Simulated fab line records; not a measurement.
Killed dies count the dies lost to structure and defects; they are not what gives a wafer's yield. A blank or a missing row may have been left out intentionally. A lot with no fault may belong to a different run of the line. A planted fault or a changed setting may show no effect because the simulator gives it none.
fab line records | flow n5Finfet
[record] lots = 7 | wafers = 20 | lastDay = 17
route steps=1938 shown WELL_APT@29 BEOL_M4@1111
lots that met no fault: from a run of the same line without faults
startH: hours from the record's opening day to when the first of the lot's shown wafers began | waitH: time in hours since the lot's previous step | " repeats the value in the row above | L1.1+2: several wafers, shown together as one row | - value missing, or start not given | * or withheld: withheld | < > ~ a bound
route shown NAME@n: names a module that has steps shown in the file, with the first one's number in the route | usual: mean/standard deviation taken from wafers without a fault | same: alike in all rows | chamber/n: place in a boat | sites: per-site readings | _std_site: standard deviation across them | _edge_site: mean of outer sites minus mean of inner sites | radiusMm: for every site, how far away it sits from the centre of the wafer | mask NAME#n: copy n | behind: tool/chamber where the wafer was last shaped | hold: cause of the lot's hold/its duration in hours/its outcome | device: names the non-switching transistor (n, p or np) | end of line: the tests these same wafers got at the end of their route | a step with no rows: only its recipe | killed: dies that structure and defects cost at the first sort, which is not the same as the wafer's yield | map: dies across one wafer; x = killed, . = not, _ = none there
set.NAME: the run value of the setting; set.NAME@STEP: its run value at that earlier step | model.NAME: the simulator's own value behind a step, which no gauge read
certain route steps with their lots: each step a table, each wafer a row
services: when a tool's chamber went out of use (startH, in hours from the record's first day, below 0 if earlier), for how many hours, and the reason
[[steps]]
[step N5_WELL_APT_OVL_MEAS_09]
[recipe] pointsPerWafer = 44
[usual] NWELL_OVL = 0/5.6
lot.wafer | tool       | chamber | startH | waitH | NWELL_OVL[nm]
L972.1    | overlay-01 | 0       | 68.28  | 0.0   | -10
L972.2    | "          | 0       | "      | "     | -10
L972.5    | "          | 0       | "      | "     | -10
L974.1    | overlay-01 | 0       | 79.61  | 0.0   | 9
L974.2    | "          | 0       | "      | "     | 8
L974.6    | "          | 0       | "      | "     | 8
L975.1    | overlay-01 | 0       | 85.84  | 0.0   | 7
L975.2    | "          | 0       | "      | "     | 2
L975.4    | "          | 0       | "      | "     | 9
L977.2    | overlay-02 | 0       | 97.87  | 0.0   | -2
L977.4    | "          | 0       | "      | "     | 1
L981.3    | overlay-02 | 0       | 121.59 | 0.0   | -3
L981.5    | "          | 0       | "      | "     | 2
L981.6    | "          | 0       | "      | "     | 1
L982.2    | overlay-02 | 0       | 127.66 | 0.0   | 0
L982.4    | "          | 0       | "      | "     | -2
L982.6    | "          | 0       | "      | "     | -7
L985.1    | overlay-02 | 0       | 145.82 | 0.0   | 2
L985.3    | "          | 0       | "      | "     | -4
L985.5    | "          | 0       | "      | "     | 0
[step N5_WELL_APT_INSPECT_10]
[recipe] mode = adi | inspectInstrument = macro
[usual] rawDefectCount = 2.2/1.4
lot.wafer | tool             | chamber | startH | waitH | rawDefectCount
L972.1    | defectInspect-01 | -       | 68.30  | 0.0   | 5
L972.2    | "                | -       | "      | "     | 3
L972.5    | "                | -       | "      | "     | 3
L974.1    | defectInspect-02 | -       | 79.63  | 0.0   | 2
L974.2    | "                | -       | "      | "     | 3
L974.6    | "                | -       | "      | "     | 3
L975.1    | defectInspect-02 | -       | 85.86  | 0.0   | 3
L975.2    | "                | -       | "      | "     | 0
L975.4    | "                | -       | "      | "     | 3
L977.2    | defectInspect-01 | -       | 97.90  | 0.0   | 2
L977.4    | "                | -       | "      | "     | 1
L981.3    | defectInspect-01 | -       | 121.62 | 0.0   | 0
L981.5    | "                | -       | "      | "     | 1
L981.6    | "                | -       | "      | "     | 2
L982.2    | defectInspect-01 | -       | 127.68 | 0.0   | 2
L982.4    | "                | -       | "      | "     | 3
L982.6    | "                | -       | "      | "     | 2
L985.1    | defectInspect-01 | -       | 145.84 | 0.0   | 1
L985.3    | "                | -       | "      | "     | 3
L985.5    | "                | -       | "      | "     | 2
[step N5_WELL_APT_DESCUM_13]
[recipe] chemistry = O2 | timeS = 7.9 | sourcePowerW = 50 | biasPowerW = 20 | pressureMtorr = 20 | rfFrequencyHz = 2.712e+07 | tempC = 40 | o2FlowSccm = 225
[usual] drypumpMotorCurrentA = 6.0/0.36 | o2FlowSccm = 225.1/0.65 | oesProductAu = 0.77/0.069 | rfVppV = 243.1/1.2 | showerheadPlenumPTorr = 2.08/0.061 | throttleValvePct = 20.36/0.23
lot.wafer | tool       | chamber | startH | waitH | drypumpMotorCurrentA | o2FlowSccm | oesProductAu | rfHoursCounterH | rfVppV | showerheadPlenumPTorr | throttleValvePct
L972.1    | rieDiel-04 | 3       | 68.34  | 0.0   | 5.1                  | 225.3      | 0.70         | 249             | 242.6  | 2.14                  | 20.69
L972.2    | "          | 2       | "      | "     | 6.1                  | 226.2      | 0.74         | 182             | 243.2  | 2.07                  | 20.43
L972.5    | "          | 2       | "      | "     | 6.1                  | 225.8      | 0.74         | -               | 243.3  | 2.07                  | 20.43
L974.1    | rieDiel-03 | 2       | 79.67  | 0.0   | 5.7                  | 224.8      | 0.82         | 91              | 244.5  | 2.10                  | 20.11
L974.2    | "          | 3       | "      | "     | 5.9                  | 226.2      | 0.74         | 147             | 241.4  | 2.00                  | 20.56
L974.6    | "          | 2       | "      | "     | 5.7                  | 224.6      | 0.82         | -               | 243.5  | 2.10                  | 20.10
L975.1    | rieDiel-02 | 2       | 85.89  | 0.0   | 5.9                  | 225.0      | 0.78         | 133             | 248.0  | 2.19                  | 20.40
L975.2    | "          | 0       | "      | "     | 6.4                  | 225.6      | 0.90         | 43              | 242.3  | 2.03                  | 20.22
L975.4    | "          | 1       | "      | "     | 6.0                  | 224.9      | 0.71         | 177             | 243.1  | 2.07                  | 20.08
L977.2    | rieDiel-03 | 1       | 97.93  | 0.0   | 6.6                  | 224.5      | 0.75         | 195             | 242.5  | 2.08                  | 20.64
L977.4    | "          | 3       | "      | "     | 5.9                  | 224.9      | 0.74         | 153             | 242.3  | 2.00                  | 20.58
L981.3    | rieDiel-02 | 3       | 121.66 | 0.0   | 5.5                  | 224.5      | 0.68         | 247             | 244.5  | 2.13                  | 20.73
L981.5    | "          | 0       | "      | "     | 6.3                  | 224.3      | 0.88         | -               | 243.2  | 2.03                  | 20.25
L981.6    | "          | 3       | "      | "     | 5.5                  | 224.9      | 0.68         | -               | 243.6  | 2.13                  | 20.73
L982.2    | rieDiel-02 | 0       | 127.71 | 0.0   | 6.3                  | 225.3      | 0.88         | 59              | 240.6  | 2.03                  | 20.24
L982.4    | "          | 3       | "      | "     | 5.5                  | 225.2      | 0.67         | 249             | 244.2  | 2.13                  | 20.71
L982.6    | "          | 1       | "      | "     | 6.0                  | 224.5      | 0.70         | -               | 243.5  | 2.06                  | 20.11
L985.1    | rieDiel-03 | 0       | 145.87 | 0.0   | 6.0                  | 224.2      | 0.77         | 112             | 241.3  | 2.01                  | 20.25
L985.3    | "          | 3       | "      | "     | 5.9                  | 225.6      | 0.72         | 171             | 240.3  | 1.99                  | 20.61
L985.5    | "          | 1       | "      | "     | 6.6                  | 225.5      | 0.73         | -               | 242.7  | 2.08                  | 20.66
[step N5_WELL_APT_IMPLANT_14]
[recipe] species = P | energyKev = 160 | doseCm2 = 1.5e+13 | tiltDeg = 0 | rotationDeg = 0
[step N5_WELL_APT_IMPLANT_15]
[recipe] species = As | energyKev = 25 | doseCm2 = 1.5e+13 | tiltDeg = 0 | rotationDeg = 0
[step N5_WELL_APT_STRIP_16]
[recipe] chemistry = SPM | timeS = 900 | tempC = 130 | h2so4H2o2VolRatio = 4 | dry = ipaMarangoni
[step N5_WELL_APT_HMDS_18]
[recipe] timeS = 60 | tempC = 120
[step N5_WELL_APT_COAT_19]
[recipe] spinRpm = 1357 | resistThkNm = 950
[step N5_WELL_APT_EBR_21]
[recipe] solvent = PGMEA | ebrWidthMm = 1.5
[step N5_WELL_APT_SOFTBAKE_20]
[recipe] tempC = 130 | timeS = 60
[step N5_WELL_APT_EXPOSE_22]
[recipe] maskId = PWELL | na = 0.8 | sourceShape = conventional | sigmaOuter = 0.8 | polarization = unpolarized | defocusNm = 0 | targetCdNm = 200 | doseMj = 23.2
[step N5_WELL_APT_PEB_23]
[recipe] pebTempC = 130 | pebTimeS = 90
[step N5_WELL_APT_DEVELOP_24]
[recipe] developTimeS = 45 | rinseLiquid = surfactantRinse | dry = airSpin | devTempC = 21
lot.wafer | tool          | chamber | startH | waitH | model.WELL_APT.cdNm
L972.1+2  | lithoTrack-04 | 0       | 69.28  | -     | 199
L972.5    | "             | 0       | "      | "     | 197.3
L974.1    | lithoTrack-03 | 0       | 80.59  | -     | 200.9
L974.2    | "             | 0       | "      | "     | 202.6
L974.6    | "             | 0       | "      | "     | 199.5
L975.1    | lithoTrack-04 | 0       | 86.94  | -     | 199.3
L975.2    | "             | 0       | "      | "     | 200.8
L975.4    | "             | 0       | "      | "     | 194.6
L977.2    | lithoTrack-04 | 0       | 98.98  | -     | 198
L977.4    | "             | 0       | "      | "     | 197.1
L981.3    | lithoTrack-04 | 0       | 122.60 | -     | 199.7
L981.5    | "             | 0       | "      | "     | 198.6
L981.6    | "             | 0       | "      | "     | 198.3
L982.2+4  | lithoTrack-03 | 0       | 128.76 | -     | 201.5
L982.6    | "             | 0       | "      | "     | 200.3
L985.1    | lithoTrack-03 | 0       | 146.82 | -     | 199.1
L985.3    | "             | 0       | "      | "     | 201.3
L985.5    | "             | 0       | "      | "     | 200.9
[step N5_WELL_APT_HARDBAKE_29]
[recipe] tempC = 130 | timeS = 120
[step N5_WELL_APT_CD_MEAS_25]
[recipe] targetCdNm = 200 | landingEnergyEv = 500 | detector = seInlens
[usual] cdNm = 200.2/1.9
lot.wafer | tool     | chamber | startH | waitH | cdNm
L972.1    | cdSem-01 | 0       | 69.39  | -     | 200.9
L972.2    | "        | 0       | "      | "     | 203.4
L972.5    | "        | 0       | "      | "     | 202.1
L974.1    | cdSem-03 | 0       | 80.70  | -     | 199.8
L974.2    | "        | 0       | "      | "     | 199.2
L974.6    | "        | 0       | "      | "     | 197.7
L975.1    | cdSem-01 | 0       | 87.05  | -     | 200.1
L975.2    | "        | 0       | "      | "     | 200.7
L975.4    | "        | 0       | "      | "     | 194.6
L977.2    | cdSem-01 | 0       | 99.09  | -     | 200.2
L977.4    | "        | 0       | "      | "     | 196.7
L981.3    | cdSem-03 | 0       | 122.72 | -     | 202.2
L981.5    | "        | 0       | "      | "     | 201.2
L981.6    | "        | 0       | "      | "     | 197.9
L982.2    | cdSem-03 | 0       | 128.87 | -     | 199.7
L982.4    | "        | 0       | "      | "     | 200.5
L982.6    | "        | 0       | "      | "     | 200.3
L985.1    | cdSem-02 | 0       | 146.93 | -     | 198.3
L985.3    | "        | 0       | "      | "     | 197.3
L985.5    | "        | 0       | "      | "     | 195.9
[step N5_WELL_APT_OVL_MEAS_26]
[recipe] pointsPerWafer = 44
[usual] PWELL_OVL = -2/5
lot.wafer | tool       | chamber | startH | waitH | PWELL_OVL[nm]
L972.1    | overlay-01 | 0       | 69.42  | 0.0   | -7
L972.2    | "          | 0       | "      | "     | 3
L972.5    | "          | 0       | "      | "     | -9
L974.1    | overlay-02 | 0       | 80.73  | 0.0   | -7
L974.2    | "          | 0       | "      | "     | -5
L974.6    | "          | 0       | "      | "     | 1
L975.1    | overlay-02 | 0       | 87.08  | 0.0   | 0
L975.2    | "          | 0       | "      | "     | 1
L975.4    | "          | 0       | "      | "     | -4
L977.2    | overlay-01 | 0       | 99.12  | 0.0   | -1
L977.4    | "          | 0       | "      | "     | 3
L981.3    | overlay-02 | 0       | 122.74 | 0.0   | -3
L981.5    | "          | 0       | "      | "     | -13
L981.6    | "          | 0       | "      | "     | -1
L982.2    | overlay-01 | 0       | 128.90 | 0.0   | 4
L982.4    | "          | 0       | "      | "     | 8
L982.6    | "          | 0       | "      | "     | 0
L985.1    | overlay-01 | 0       | 146.96 | 0.0   | -2
L985.3    | "          | 0       | "      | "     | 0
L985.5    | "          | 0       | "      | "     | 4
[step N5_WELL_APT_INSPECT_27]
[recipe] mode = adi | inspectInstrument = macro
[usual] rawDefectCount = 2.0/1.4
lot.wafer | tool             | chamber | startH | waitH | rawDefectCount
L972.1    | defectInspect-02 | -       | 69.45  | 0.0   | 0
L972.2    | "                | -       | "      | "     | 0
L972.5    | "                | -       | "      | "     | 4
L974.1    | defectInspect-02 | -       | 80.75  | 0.0   | 0
L974.2    | "                | -       | "      | "     | 4
L974.6    | "                | -       | "      | "     | 2
L975.1    | defectInspect-01 | -       | 87.10  | 0.0   | 1
L975.2    | "                | -       | "      | "     | 2
L975.4    | "                | -       | "      | "     | 1
L977.2    | defectInspect-01 | -       | 99.14  | 0.0   | 4
L977.4    | "                | -       | "      | "     | 0
L981.3    | defectInspect-01 | -       | 122.77 | 0.0   | 3
L981.5    | "                | -       | "      | "     | 2
L981.6    | "                | -       | "      | "     | 1
L982.2    | defectInspect-02 | -       | 128.92 | 0.0   | 2
L982.4    | "                | -       | "      | "     | 0
L982.6    | "                | -       | "      | "     | 6
L985.1    | defectInspect-01 | -       | 146.98 | 0.0   | 3
L985.3    | "                | -       | "      | "     | 1
L985.5    | "                | -       | "      | "     | 1
[step N5_WELL_APT_DESCUM_30]
[recipe] chemistry = O2 | timeS = 7.9 | sourcePowerW = 50 | biasPowerW = 20 | pressureMtorr = 20 | rfFrequencyHz = 2.712e+07 | tempC = 40 | o2FlowSccm = 225
[usual] drypumpMotorCurrentA = 6.0/0.35 | o2FlowSccm = 225.1/0.7 | oesProductAu = 0.77/0.071 | rfVppV = 243.0/1.2 | showerheadPlenumPTorr = 2.08/0.063 | throttleValvePct = 20.36/0.23
lot.wafer | tool       | chamber | startH | waitH | drypumpMotorCurrentA | o2FlowSccm | oesProductAu | rfHoursCounterH | rfVppV | showerheadPlenumPTorr | throttleValvePct | model.WELL_APT.cdNm
L972.1    | rieDiel-02 | 2       | 69.48  | 0.0   | 5.9                  | 225.8      | 0.79         | 126             | 245.5  | 2.20                  | 20.39            | 200.7
L972.2    | "          | 3       | "      | "     | 5.5                  | 224.3      | 0.68         | 228             | 242.9  | 2.14                  | 20.69            | 203.7
L972.5    | "          | 2       | "      | "     | 5.9                  | 224.6      | 0.78         | -               | 244.6  | 2.20                  | 20.39            | 202.1
L974.1    | rieDiel-02 | 1       | 80.81  | 0.1   | 6.1                  | 225.2      | 0.71         | 175             | 243.7  | 2.07                  | 20.08            | 200
L974.2    | "          | 2       | "      | "     | 5.9                  | 224.0      | 0.77         | 131             | 244.7  | 2.19                  | 20.39            | 198.9
L974.6    | "          | 1       | "      | "     | 6.0                  | 224.9      | 0.71         | -               | 243.0  | 2.07                  | 20.07            | 197.7
L975.1    | rieDiel-04 | 0       | 87.18  | 0.1   | 5.8                  | 225.8      | 0.70         | 230             | 241.3  | 1.97                  | 20.37            | 200.3
L975.2    | "          | 2       | "      | "     | 6.1                  | 225.2      | 0.74         | 190             | 242.8  | 2.07                  | 20.44            | 200.2
L975.4    | "          | 2       | "      | "     | 6.1                  | 226.3      | 0.74         | -               | 241.7  | 2.07                  | 20.43            | 194.5
L977.2    | rieDiel-03 | 2       | 99.22  | 0.1   | 5.7                  | 223.8      | 0.82         | 98              | 244.7  | 2.10                  | 20.13            | 200.3
L977.4    | "          | 0       | "      | "     | 6.0                  | 224.9      | 0.79         | 96              | 242.5  | 2.02                  | 20.26            | 197.1
L981.3    | rieDiel-02 | 0       | 122.80 | 0.0   | 6.3                  | 224.3      | 0.86         | 58              | 243.1  | 2.03                  | 20.24            | 201.8
L981.5    | "          | 2       | "      | "     | 5.8                  | 225.5      | 0.76         | -               | 243.2  | 2.19                  | 20.42            | 201.4
L981.6    | "          | 3       | "      | "     | 5.5                  | 224.9      | 0.67         | -               | 244.0  | 2.13                  | 20.72            | 198.4
L982.2    | rieDiel-02 | 2       | 128.96 | 0.0   | 5.9                  | 226.0      | 0.76         | 149             | 244.1  | 2.19                  | 20.41            | 199.5
L982.4    | "          | 1       | "      | "     | 6.0                  | 225.0      | 0.71         | 193             | 242.0  | 2.06                  | 20.10            | 200.6
L982.6    | "          | 2       | "      | "     | 5.9                  | 226.1      | 0.76         | -               | 244.2  | 2.19                  | 20.43            | 200.2
L985.1    | rieDiel-02 | 1       | 147.02 | 0.0   | 6.0                  | 224.8      | 0.69         | 200             | 242.3  | 2.06                  | 20.10            | 198.7
L985.3    | "          | 2       | "      | "     | 5.9                  | 224.5      | 0.75         | 156             | 243.2  | 2.18                  | 20.43            | 197.3
L985.5    | "          | 2       | "      | "     | 5.8                  | 225.4      | 0.74         | -               | 244.6  | 2.19                  | 20.45            | 195.8
[step N5_WELL_APT_IMPLANT_31]
[recipe] species = B | energyKev = 60 | doseCm2 = 1.5e+13 | tiltDeg = 0 | rotationDeg = 0
[step N5_BEOL_M4_RC_MEAS_101]
[usual] DIBL_N = 37.2/1.9 | DIBL_P = 37.3/2.2 | IOFF_N = 0.18/0.038 | IOFF_P = 0.22/0.039 | ION_N = 678/11 | ION_P = 462/6.9 | SS_N = 71.8/0.68 | SS_P = 73.5/0.65 | VT_N = 249/3.4 | VT_P = -250/3.2
lot.wafer | tool      | chamber | startH | waitH | DIBL_N[mV/V] | DIBL_P[mV/V] | IOFF_N[nA/um] | IOFF_P[nA/um] | ION_N[uA/um] | ION_P[uA/um] | SS_N[mV/dec] | SS_P[mV/dec] | VT_N[mV] | VT_P[mV]
L972.1    | prober-01 | 0       | 223.96 | 0.0   | 37.1         | 35.9         | 0.13          | 0.20          | 659          | 459          | 71.5         | 73.1         | 255      | -252
L972.2    | "         | 0       | "      | "     | 36.6         | 36.2         | 0.14          | 0.21          | 671          | 468          | 71.2         | 72.7         | 253      | -248
L972.5    | "         | 0       | "      | "     | 38.7         | 38.8         | 0.18          | 0.25          | 682          | 464          | 71.9         | 73.2         | 246      | -250
L974.1    | prober-01 | 0       | 245.71 | 0.0   | 34.1         | 33.3         | 0.12          | 0.18          | 660          | 457          | 70.6         | 72.4         | 251      | -250
L974.2    | "         | 0       | "      | "     | 36.4         | 35.8         | 0.16          | 0.22          | 685          | 474          | 71.0         | 72.8         | 249      | -247
L974.6    | "         | 0       | "      | "     | 36.4         | 37.2         | 0.16          | 0.24          | 672          | 466          | 71.1         | 73.5         | 251      | -246
L975.1    | prober-01 | 0       | 250.70 | 0.0   | 37.9         | 38.5         | 0.19          | 0.20          | 688          | 465          | 71.3         | 74.1         | 248      | -255
L975.2    | "         | 0       | "      | "     | 35.7         | 36.0         | 0.16          | 0.17          | 679          | 452          | 71.2         | 73.9         | 250      | -256
L975.4    | "         | 0       | "      | "     | 37.8         | 38.4         | 0.19          | 0.20          | 690          | 457          | 71.8         | 73.2         | 249      | -256
L977.2    | prober-01 | 0       | 264.50 | 0.2   | 38.5         | 37.2         | 0.19          | 0.23          | 686          | 472          | 70.8         | 73.6         | 245      | -249
L977.4    | "         | 0       | "      | "     | 37.3         | 35.0         | 0.15          | 0.20          | 665          | 460          | 70.8         | 72.8         | 253      | -251
L981.3    | prober-01 | 0       | 281.33 | 0.3   | 36.4         | 35.4         | 0.15          | 0.20          | 677          | 462          | 70.8         | 73.0         | 250      | -252
L981.5    | "         | 0       | "      | "     | 40.0         | 39.2         | 0.23          | 0.26          | 681          | 461          | 72.8         | 73.7         | 246      | -248
L981.6    | "         | 0       | "      | "     | 36.2         | 35.7         | 0.16          | 0.20          | 678          | 466          | 71.5         | 73.1         | 248      | -247
L982.2    | prober-01 | 0       | 292.00 | 0.2   | 38.9         | 37.9         | 0.20          | 0.25          | 681          | 466          | 72.5         | 74.5         | 244      | -248
L982.4    | "         | 0       | "      | "     | 36.6         | 35.6         | 0.17          | 0.23          | 688          | 471          | 71.8         | 73.7         | 245      | -247
L982.6    | "         | 0       | "      | "     | 41.0         | 39.5         | 0.25          | 0.30          | 685          | 468          | 73.0         | 74.8         | 242      | -246
L985.1    | prober-01 | 0       | 301.21 | 0.0   | 34.1         | 35.6         | 0.13          | 0.16          | 672          | 451          | 70.8         | 72.7         | 253      | -256
L985.3    | "         | 0       | "      | "     | 35.8         | 37.4         | 0.16          | 0.18          | 669          | 452          | 71.3         | 73.1         | 253      | -253
L985.5    | "         | 0       | "      | "     | 35.9         | 37.0         | 0.15          | 0.17          | 664          | 452          | 72.4         | 72.8         | 252      | -255
[[services]]
tool          | chamber | startH | hours | kind
rieDiel-04    | 3       | 73.27  | -     | clean
rieDiel-04    | 3       | 73.27  | -     | consumableReplace:focusRing
rieDiel-04    | 3       | 73.27  | 14.5  | scheduledDown
rieDiel-04    | 3       | 73.27  | 14.5  | ventCycle
lithoTrack-03 | -       | 82.37  | -     | consumableReplace:filter
lithoTrack-04 | -       | 92.73  | -     | consumableReplace:filter
rieDiel-04    | 3       | 99.28  | 11.7  | repair
rieDiel-02    | 3       | 130.61 | -     | clean
rieDiel-02    | 3       | 130.61 | -     | consumableReplace:focusRing
rieDiel-02    | 3       | 130.61 | 21.8  | scheduledDown
rieDiel-02    | 3       | 130.61 | 21.8  | ventCycle
rieDiel-04    | 0       | 144.21 | -     | clean
rieDiel-04    | 0       | 144.21 | -     | consumableReplace:focusRing
rieDiel-04    | 0       | 144.21 | -     | consumableReplace:showerhead
rieDiel-04    | 0       | 144.21 | 16.1  | scheduledDown
rieDiel-04    | 0       | 144.21 | 16.1  | ventCycle
[[key]]
firstSign none at tools or gauges
[modelEffect] step = N5_WELL_APT_DEVELOP_24 | value = WELL_APT.cdNm | without = 200.5 | struck = 196.7
[modelEffect] step = N5_WELL_APT_DESCUM_30 | value = WELL_APT.cdNm | without = 199.7 | struck = 196.7
metAt N5_WELL_APT_DEVELOP_24
struckWafers L975.4,L977.4,L981.6
[baselineLoss] step = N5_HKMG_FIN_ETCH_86 | wafers = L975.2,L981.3
onsetBetween 69.28 86.94
[fault] kind = processParameterDrift | tool = lithoTrack-04 | chamber = - | onsetH = 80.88 | steps = N5_WELL_APT_DEVELOP_24 | channel = developTimeS | offset = * | shape = step | endH = 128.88 | scope = struckWafersOnly | actsIn = * | stated = *
// baselineLoss: these wafers lose ten dies or more at that step, a loss of the line's own and not of a fault; the sort's usual values leave them out
